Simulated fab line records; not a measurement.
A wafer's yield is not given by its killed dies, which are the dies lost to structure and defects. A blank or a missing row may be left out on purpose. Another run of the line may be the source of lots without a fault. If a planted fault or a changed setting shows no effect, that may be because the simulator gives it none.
Matching of chambers -- flow nandHarc -- cmp-02 running NHARC_A_M0_CMP_23: 4 sister chambers
The step polishes, t overpolish 20 s, target thk 113.75 nm. 8 wafers are shown with their chamber, then 7 later ones without.

== EACH WAFER AND ITS CHAMBER ==
wafer,chamber,motorCurrentA (A),timeToEndpointS (s)
L307.6,2,11.1,27.4
L311.1,3,14.0,37.5
L311.3,1,11.9,37.6
L320.3,1,12.3,27.4
L320.5,3,14.4,29.4
L320.6,0,12.8,24.7
L323.1,0,12.6,28.0
L323.3,2,11.8,30.4

== WAFERS MISSING THEIR CHAMBER ==
wafer,motorCurrentA (A),timeToEndpointS (s)
L323.5,14.7,31.2
L325.2,14.0,28.5
L325.5,14.9,28.0
L325.6,11.5,27.4
L326.2,12.8,25.5
L326.4,11.6,30.2
L326.5,12.0,28.0

== WHICH CHAMBER EACH ONE RAN IN ==
wafer,from the rows above,in truth
L323.5,3,3
L325.2,3,3
L325.5,3,3
L325.6,can't be placed: 2 or 1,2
L326.2,0,0
L326.4,can't be placed: 2 or 1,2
L326.5,can't be placed: 1 or 2 or 0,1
Placed correctly: 4 of 7. Not placeable from these rows: 3 (in 3, the candidates include the true chamber). Number placed wrongly: 0.
How it was worked out, from the rows above alone: a wafer's distance from a chamber is the root of the sum, over the readings, of the square of ((its reading less the chamber's mean) divided by the reading's scatter). If the next closest chamber is less than 2 further off than the closest, the wafer can't be placed; otherwise it belongs to the closest. A chamber's mean is the mean of its shown wafers. How the scatter is found: for the shown wafers, subtract from each reading the mean of its chamber, square and add these, divide the total by (wafers less chambers), then take the root.
